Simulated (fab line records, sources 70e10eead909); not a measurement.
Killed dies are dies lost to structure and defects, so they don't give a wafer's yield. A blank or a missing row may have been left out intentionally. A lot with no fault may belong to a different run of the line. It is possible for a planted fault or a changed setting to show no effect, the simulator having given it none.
Chamber matching || flow nandHarc || NHARC_A_WL_FILL_CMP_12 on cmp-04 has 4 sister chambers
The step polishes, t overpolish 30 s, target thk 100 nm. 4 wafers are shown with their chamber, then 10 later ones without.

WAFERS, EACH WITH ITS CHAMBER
{"wafer": "L082.1", "chamber": 1, "motorCurrentA (A)": 10.6}
{"wafer": "L083.2", "chamber": 3, "motorCurrentA (A)": 14.2}
{"wafer": "L086.2", "chamber": 2, "motorCurrentA (A)": 10.9}
{"wafer": "L086.3", "chamber": 0, "motorCurrentA (A)": 12.1}

WAFERS WITHOUT THEIR CHAMBER
{"wafer": "L086.6", "motorCurrentA (A)": 14.4}
{"wafer": "L090.2", "motorCurrentA (A)": 14.5}
{"wafer": "L090.3", "motorCurrentA (A)": 11.6}
{"wafer": "L090.6", "motorCurrentA (A)": 11.1}
{"wafer": "L092.1", "motorCurrentA (A)": 11.3}
{"wafer": "L092.5", "motorCurrentA (A)": 11.4}
{"wafer": "L092.6", "motorCurrentA (A)": 12.4}
{"wafer": "L094.1", "motorCurrentA (A)": 14.3}
{"wafer": "L094.3", "motorCurrentA (A)": 13.2}
{"wafer": "L094.6", "motorCurrentA (A)": 11.6}

CHAMBER TAKEN BY EACH
{"wafer": "L086.6", "from the rows above": 3, "in truth": 3}
{"wafer": "L090.2", "from the rows above": 3, "in truth": 3}
{"wafer": "L090.3", "from the rows above": "can't be placed: 0 or 2 or 1", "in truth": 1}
{"wafer": "L090.6", "from the rows above": "can't be placed: 2 or 1 or 0", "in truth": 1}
{"wafer": "L092.1", "from the rows above": "can't be placed: 2 or 1 or 0", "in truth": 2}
{"wafer": "L092.5", "from the rows above": "can't be placed: 2 or 0 or 1", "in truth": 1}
{"wafer": "L092.6", "from the rows above": 0, "in truth": 0}
{"wafer": "L094.1", "from the rows above": 3, "in truth": 3}
{"wafer": "L094.3", "from the rows above": "can't be placed: 3 or 0", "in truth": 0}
{"wafer": "L094.6", "from the rows above": "can't be placed: 0 or 2 or 1", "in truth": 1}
Correctly placed: 4 of 10. Unplaceable from these rows: 6, with the true chamber sitting among the candidates in 6. 0 placed wrongly.
How it was worked out, from the rows above alone: a wafer's distance from a chamber is the root of the sum, over the readings, of the square of ((its reading less the chamber's mean) divided by the reading's scatter). The wafer belongs to the nearest chamber; if the next one is less than 2 further off, it can't be placed. A chamber's mean is the mean of its shown wafers. The scatter: root of mean squared gap, hidden wafer to nearest shown wafer, with one shown wafer a chamber.
